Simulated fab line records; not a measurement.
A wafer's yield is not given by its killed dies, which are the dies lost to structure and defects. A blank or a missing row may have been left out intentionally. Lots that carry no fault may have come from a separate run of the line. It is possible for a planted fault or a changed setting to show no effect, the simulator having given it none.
fab line records	flow nand_harc
record lots=14	wafers=42	last_day=25
route steps=1159 shown A_CONTACT@945 A_BLC@976 END@1159
lots untouched by any fault: they come from a run of this same line in which no faults occurred
start_h: the number of hours between the record's first day and the start of the first shown wafer of the lot	wait_h: how many hours have passed since the lot's step before this one	" the same as in the row above	L1.1+2: one row covering several wafers at once	- value missing, or start not given	* or withheld: withheld	< > ~ a bound
route shown NAME@n: names a module that has steps shown in the file, with the first one's number in the route	usual: the fault-free wafers' mean and standard deviation	same: alike in all rows	chamber/n: place in a boat	sites: per-site readings	_std_site: standard deviation of those values	_edge_site: outer sites' mean less inner sites'	radius_mm: how far each site lies from the wafer's centre	mask NAME#n: copy n	behind: the most recent tool/chamber to have shaped the wafer	hold: cause of the lot's hold/its duration in hours/its outcome	device: which transistor (n, p or np) failed to switch	end of line: tests of these same wafers at the route's end	for a step that has no rows: nothing shown but its recipe	killed: dies lost to structure and defects at the first sort, not the wafer's yield	map: per-die view of a wafer (x killed, . not killed, _ where there is no die)
set.NAME: setting as actually run; set.NAME@STEP: the setting as run at that earlier step	model.NAME: the simulator's own value behind a step, which no gauge read
steps of the route over a sample of lots; a table a step, a row a wafer
services: the hour from which a tool's chamber was out of use, counted from the record's first day as start_h (under 0 if before that day), plus the number of hours and why
## steps
# step NHARC_A_CONTACT_ETCH_136
# recipe source_w=withheld	pressure_mtorr=20	bias_v=3000	time_s=132	target_depth_a=12870	ar_flow_sccm=withheld	c4f8_flow_sccm=withheld	o2_flow_sccm=withheld	chemistry=C4F8/O2/Ar
# usual oes_air_line_au=0.999/0.02
lot.wafer	tool	chamber	start_h	wait_h	oes_air_line_au	rf_hours_counter_h
L968.2	har_cap_etch-02	0	388.25	0.1	1.002	11
L968.1	"	1	"	"	1.014	11
L968.3	"	0	"	"	0.976	-
L969.1	har_cap_etch-01	0	388.90	0.1	1.010	60
L969.3	"	0	"	"	1.012	-
L969.5	"	1	"	"	0.986	-
L970.2	har_cap_etch-01	1	397.94	0.1	0.996	62
L970.4	"	0	"	"	0.985	-
L970.6	"	1	"	"	0.989	-
L972.2	har_cap_etch-01	0	410.10	0.1	0.968	63
L972.4	"	1	"	"	1.020	-
L972.5	"	1	"	"	1.013	-
L974.1	har_cap_etch-03	0	426.54	0.1	0.983	89
L974.6	"	1	"	"	1.017	-
L974.5	"	0	"	"	0.969	-
L980.1	har_cap_etch-02	0	448.82	0.1	1.045	24
L980.2	"	1	"	"	1.006	24
L980.4	"	1	"	"	1.009	-
L981.2	har_cap_etch-03	0	458.36	0.1	1.020	97
L981.4	"	1	"	"	1.005	-
L981.3	"	0	"	"	0.991	-
L983.2	har_cap_etch-03	0	472.53	0.1	0.947	100
L983.4	"	0	"	"	0.988	-
L983.5	"	0	"	"	1.021	-
L984.2	har_cap_etch-02	0	479.33	0.1	0.997	30
L984.4	"	1	"	"	0.988	-
L984.5	"	0	"	"	0.999	-
L985.1	har_cap_etch-02	1	483.33	0.1	1.016	31
L985.4	"	1	"	"	1.037	-
L985.5	"	0	"	"	1.002	-
L986.1	har_cap_etch-03	1	484.95	0.1	0.981	103
L986.3	"	1	"	"	1.001	-
L986.5	"	0	"	"	0.975	-
L989.2	har_cap_etch-01	0	495.86	0.1	0.988	81
L989.4	"	0	"	"	1.011	-
L989.6	"	1	"	"	0.982	-
L990.2	har_cap_etch-03	0	511.38	0.1	0.987	106
L990.1	"	1	"	"	1.012	106
L990.3	"	1	"	"	0.989	-
L991.2	har_cap_etch-02	0	544.08	0.1	0.975	40
L991.4	"	1	"	"	0.995	-
L991.6	"	1	"	"	1.003	-
# step NHARC_A_BLC_INSPECT_12
# usual raw_defect_count=28/15
lot.wafer	tool	chamber	start_h	wait_h	raw_defect_count
L968.1	defect_inspect-01	-	397.91	0.0	15
L968.2	"	-	"	"	32
L968.3	"	-	"	"	26
L969.1	defect_inspect-01	-	398.20	0.0	15
L969.3	"	-	"	"	12
L969.5	"	-	"	"	18
L970.2	defect_inspect-01	-	407.53	0.0	10
L970.4	"	-	"	"	9
L970.6	"	-	"	"	12
L972.2	defect_inspect-02	-	418.01	0.0	18
L972.4	"	-	"	"	9
L972.5	"	-	"	"	12
L974.1	defect_inspect-01	-	433.20	0.0	46
L974.5	"	-	"	"	45
L974.6	"	-	"	"	37
L980.1	defect_inspect-01	-	456.10	0.0	10
L980.2	"	-	"	"	7
L980.4	"	-	"	"	11
L981.2	defect_inspect-01	-	462.43	0.0	17
L981.3	"	-	"	"	18
L981.4	"	-	"	"	12
L983.2	defect_inspect-02	-	477.15	0.0	26
L983.4	"	-	"	"	35
L983.5	"	-	"	"	40
L984.2	defect_inspect-02	-	483.38	0.0	29
L984.4	"	-	"	"	49
L984.5	"	-	"	"	45
L985.1	defect_inspect-02	-	495.09	0.0	39
L985.4	"	-	"	"	27
L985.5	"	-	"	"	29
L986.1	defect_inspect-01	-	495.61	0.0	13
L986.3	"	-	"	"	18
L986.5	"	-	"	"	18
L989.2	defect_inspect-02	-	499.81	0.0	54
L989.4	"	-	"	"	45
L989.6	"	-	"	"	53
L990.1	defect_inspect-01	-	516.87	0.0	17
L990.2	"	-	"	"	23
L990.3	"	-	"	"	23
L991.2	defect_inspect-01	-	548.92	0.0	39
L991.4	"	-	"	"	53
L991.6	"	-	"	"	45
# step NHARC_A_BLC_PVD_32
# recipe target_thk_a=50	chamber_pressure_pa=5	power_w=5000	substrate_temp_c=200	time_s=17.7	material=Ti
# usual cathode_dc_power_W=4999.8/0.87	chamber_pressure_pa=4.999/0.0099	throttle_valve_pct=30.7/1
lot.wafer	tool	chamber	start_h	wait_h	cathode_dc_power_W	chamber_pressure_pa	throttle_valve_pct
L968.3	pvd_sputter-01	-	399.68	-	4998.9	4.993	32.0
L968.2	"	-	"	"	4998.4	4.974	31.2
L968.1	"	-	"	"	4999.5	4.992	30.4
L969.3	pvd_sputter-01	-	400.22	-	5000.4	4.990	31.9
L969.1	"	-	"	"	5000.1	5.001	31.3
L969.5	"	-	"	"	4999.8	4.991	30.6
L970.4	pvd_sputter-03	-	409.35	-	5001.2	5.001	31.6
L970.2	"	-	"	"	5000.3	5.000	29.3
L970.6	"	-	"	"	5001.7	4.996	32.1
L972.4	pvd_sputter-03	-	419.76	-	5001.2	4.994	32.4
L972.2	"	-	"	"	4999.5	4.982	31.5
L972.5	"	-	"	"	4998.9	4.995	31.8
L974.1	pvd_sputter-02	-	435.22	-	5000.4	4.989	30.2
L974.6	"	-	"	"	5000.7	5.018	30.6
L974.5	"	-	"	"	5000.0	4.996	28.9
L980.2	pvd_sputter-02	-	457.90	-	5001.0	5.007	28.8
L980.1	"	-	"	"	5000.7	5.000	30.3
L980.4	"	-	"	"	5000.8	5.002	31.8
L981.4	pvd_sputter-02	-	464.20	-	-	-	-
L981.3	"	-	"	"	-	-	-
L981.2	"	-	"	"	-	-	-
L983.2	pvd_sputter-02	-	478.94	-	-	-	-
L983.4	"	-	"	"	-	-	-
L983.5	"	-	"	"	-	-	-
L984.2	pvd_sputter-02	-	485.18	-	-	-	-
L984.4	"	-	"	"	-	-	-
L984.5	"	-	"	"	-	-	-
L985.1	pvd_sputter-02	-	496.86	-	4998.7	4.975	30.3
L985.4	"	-	"	"	4999.7	4.979	30.4
L985.5	"	-	"	"	4999.8	4.996	30.5
L986.3	pvd_sputter-01	-	498.48	-	4999.2	5.009	30.5
L986.1	"	-	"	"	5000.7	4.985	31.5
L986.5	"	-	"	"	4999.2	4.994	30.6
L989.2	pvd_sputter-02	-	501.57	-	4999.0	5.002	32.1
L989.4	"	-	"	"	4999.1	4.989	30.6
L989.6	"	-	"	"	5000.0	4.999	31.7
L990.2	pvd_sputter-03	-	518.90	-	5000.5	5.001	29.3
L990.1	"	-	"	"	5000.8	4.985	31.9
L990.3	"	-	"	"	4999.7	4.993	30.8
L991.2	pvd_sputter-02	-	550.96	-	4999.4	5.005	30.2
L991.4	"	-	"	"	4998.8	4.989	31.9
L991.6	"	-	"	"	4999.7	5.003	28.7
# step NHARC_A_BLC_ALD_23
# recipe target_thk_a=30	pulse_time_s=1	ald_cycles=150	temp_c=450	material=TiN
# usual heater_power_w=1050/76	precursor_pulse_height_rel=1.000/0.021
lot.wafer	tool	chamber	start_h	wait_h	heater_power_w	precursor_pulse_height_rel
L968.3	ald_metal-04	0	399.80	-	1110	1.027
L968.2	"	1	"	"	912	0.977
L968.1	"	2	"	"	1099	0.966
L969.1	ald_metal-02	0	400.33	-	965	1.028
L969.3	"	2	"	"	1074	0.969
L969.5	"	3	"	"	1039	0.998
L970.4	ald_metal-02	3	409.44	-	1045	1.014
L970.2	"	1	"	"	1032	1.008
L970.6	"	0	"	"	986	0.980
L972.2	ald_metal-04	3	419.88	-	1004	1.018
L972.4	"	2	"	"	1168	1.004
L972.5	"	0	"	"	1067	0.986
L974.1	ald_metal-02	1	435.37	-	1078	1.021
L974.6	"	2	"	"	1065	1.005
L974.5	"	3	"	"	1061	1.001
L980.2	ald_metal-02	2	458.01	-	1079	0.987
L980.4	"	3	"	"	1071	1.009
L980.1	"	0	"	"	974	0.990
L981.4	ald_metal-04	1	464.32	-	922	0.998
L981.3	"	2	"	"	1161	0.989
L981.2	"	0	"	"	1050	0.970
L983.4	ald_metal-02	2	479.06	-	1082	0.979
L983.2	"	0	"	"	955	0.964
L983.5	"	2	"	"	1106	1.008
L984.2	ald_metal-04	0	485.32	-	1093	1.032
L984.4	"	0	"	"	1078	0.976
L984.5	"	1	"	"	898	0.998
L985.1	ald_metal-02	3	496.98	-	1080	1.030
L985.4	"	0	"	"	967	1.043
L985.5	"	3	"	"	1047	0.996
L986.3	ald_metal-04	2	498.60	-	1193	0.987
L986.1	"	1	"	"	938	1.025
L986.5	"	1	"	"	899	0.979
L989.2	ald_metal-01	3	501.70	-	1195	1.001
L989.4	"	1	"	"	1073	1.005
L989.6	"	2	"	"	1005	0.985
L990.2	ald_metal-04	0	519.02	-	1077	0.995
L990.3	"	1	"	"	919	1.002
L990.1	"	2	"	"	1141	0.982
L991.4	ald_metal-01	2	551.05	-	998	1.021
L991.2	"	3	"	"	1181	1.025
L991.6	"	3	"	"	1195	0.973
# step NHARC_END_SORT_01
# recipe temp_c=25
# usual killed_at_array=26/10	killed_at_other=0.8/1.1	killed_at_periphery=3.3/2.6	killed_dies=30/11	killed_open=3.4/1.8	killed_short=2.0/1.3
# same gross_dies=677
lot.wafer	tool	chamber	start_h	wait_h	killed_at_array	killed_at_other	killed_at_periphery	killed_dies	killed_open	killed_short
L981.2	prober-02	0	515.48	2.8	231	0	1	232	4	1
L981.3	prober-02	0	516.27	3.1	243	0	2	245	4	2
L981.4	prober-02	0	517.06	3.4	230	1	4	235	4	2
L983.2	prober-01	0	529.87	2.8	253	2	4	259	3	3
L983.4	prober-01	0	531.49	3.4	241	2	5	248	6	2
L983.5	prober-01	0	532.29	3.7	246	0	2	248	4	3
L984.2	prober-02	0	541.35	2.8	253	0	0	253	5	3
L984.4	prober-02	0	542.97	3.4	255	0	0	255	7	1
L984.5	prober-02	0	543.78	3.7	260	0	0	260	7	0
# killed by level:class
L981.2 A_BLC:area_pvd=212 A_CHANNEL_HOLE_D1:chamber_film_flake=8 A_STAIRCASE:chamber_film_flake=3 A_CONTACT:chamber_film_flake=2 P_CONTACT:geometric_particle:open=1 A_SOURCE_PLATE:geometric_particle:open=1 A_SGD_CUT:geometric_particle:open=1 A_SGD_CUT:geometric_particle:short=1
L981.3 A_BLC:area_pvd=228 A_CHANNEL_HOLE_D1:chamber_film_flake=7 P_GATE:geometric_particle:open=2 A_STAIRCASE:chamber_film_flake=2 A_CONTACT:chamber_film_flake=2 A_ONON_D1:geometric_particle:open=1 A_WL_FILL:geometric_particle:short=1 A_CONTACT:geometric_particle:open=1
L981.4 A_BLC:area_pvd=217 A_CHANNEL_HOLE_D1:chamber_film_flake=6 P_STI:chamber_film_flake=3 A_M0:geometric_particle:short=2 A_CONTACT:chamber_film_flake=2 P_STI:geometric_particle:open=1 A_ONON_D1:geometric_particle:open=1 A_CONTACT:geometric_particle:open=1
L983.2 A_BLC:area_pvd=223 A_SLIT:chamber_film_flake=13 A_CONTACT:chamber_film_flake=7 A_CHANNEL_HOLE_D1:chamber_film_flake=3 A_BONDPAD:chamber_film_flake=3 P_CONTACT:geometric_particle:open=2 A_ONON_D1:geometric_particle:short=2 P_M1:chamber_film_flake=2
L983.4 A_BLC:area_pvd=202 A_SLIT:chamber_film_flake=20 A_CONTACT:chamber_film_flake=9 P_M1:chamber_film_flake=3 A_BONDPAD:chamber_film_flake=3 P_CONTACT:geometric_particle:open=2 A_ONON_D1:geometric_particle:open=2 THIN_TSV:chamber_film_flake=2
L983.5 A_BLC:area_pvd=211 A_SLIT:chamber_film_flake=14 A_CONTACT:chamber_film_flake=11 A_CHANNEL_HOLE_D1:chamber_film_flake=3 P_M1:geometric_particle:open=1 A_SOURCE_PLATE:geometric_particle:short=1 A_ONON_D1:geometric_particle:open=1 A_CHANNEL_FILL_D1:geometric_particle:short=1
L984.2 A_BLC:area_pvd=225 A_SLIT:chamber_film_flake=12 A_CHANNEL_HOLE_D1:chamber_film_flake=5 A_WL_FILL:geometric_particle:short=2 A_WL_FILL:geometric_particle:open=2 A_SGD_CUT:chamber_film_flake=2 A_ONON_D1:geometric_particle:open=1 A_CHANNEL_FILL_D1:geometric_particle:short=1
L984.4 A_BLC:area_pvd=217 A_SLIT:chamber_film_flake=17 A_CHANNEL_HOLE_D1:chamber_film_flake=6 A_SGD_CUT:chamber_film_flake=4 A_SOURCE_PLATE:geometric_particle:open=2 A_CONTACT:geometric_particle:open=2 A_ONON_D1:geometric_particle:open=1 A_WL_FILL:geometric_particle:open=1
L984.5 A_BLC:area_pvd=221 A_SLIT:chamber_film_flake=13 A_SGD_CUT:chamber_film_flake=8 A_CHANNEL_HOLE_D1:chamber_film_flake=4 A_CHANNEL_FILL_D1:geometric_particle:open=3 A_STAIRCASE:chamber_film_flake=3 A_CONTACT:chamber_film_flake=3 A_WL_FILL:geometric_particle:open=2
## services
tool	chamber	start_h	hours	kind
pvd_sputter-03	-	367.29	2.5	repair
pvd_sputter-03	-	370.72	6.3	repair
ald_metal-04	-	379.05	7.7	repair
pvd_sputter-02	-	392.00	10.0	pm
pvd_sputter-02	-	402.93	7.5	repair
ald_metal-04	-	406.00	10.0	pm
ald_metal-02	3	414.44	4.8	repair
pvd_sputter-03	-	424.48	15.2	repair
ald_metal-02	0	424.75	4.5	repair
ald_metal-01	-	436.50	1.1	repair
ald_metal-01	3	443.26	1.7	repair
ald_metal-04	1	445.18	13.4	repair
ald_metal-01	-	458.00	10.0	pm
pvd_sputter-03	-	458.09	10.0	pm
pvd_sputter-03	-	480.42	8.7	repair
ald_metal-04	3	482.48	25.9	repair
ald_metal-01	1	487.91	1.6	repair
ald_metal-02	2	488.72	3.6	repair
pvd_sputter-01	-	514.00	10.0	pm
ald_metal-02	0	514.20	4.8	repair
pvd_sputter-02	-	521.76	2.1	repair
ald_metal-02	-	542.00	10.0	pm
har_cap_etch-03	-	545.00	17.0	pm
pvd_sputter-03	-	548.06	24.0	repair
## key
first_sign step=NHARC_A_BLC_PVD_32	reading=tool_record	direction=missing
effect step=NHARC_END_SORT_01	reading=killed_at_array	direction=up	sigmas=21	usual=26	struck=246
more_kills_born_at NHARC_A_BLC_PVD_32@pvd_sputter-02=1956
met_at NHARC_A_BLC_PVD_32
struck_lots L981,L983,L984
tester_left_out L981,L983,L984
not_acting_at NHARC_A_CONTACT_ETCH_136,NHARC_A_BLC_INSPECT_12,NHARC_A_BLC_ALD_23
onset_between 457.90 464.20
fault kind=skipped_step_whole	tool=pvd_sputter-02	chamber=-	onset_h=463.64	steps=NHARC_A_BLC_PVD_32	scope=struck_lots_only
# tester_left_out: of these lots the tester's yield and bins aren't shown, on N5 and GAA mostly nor the transistor test; their killed dies are dies lost to structure and defects alone, not to doping, threshold or leakage, so they don't give the yield
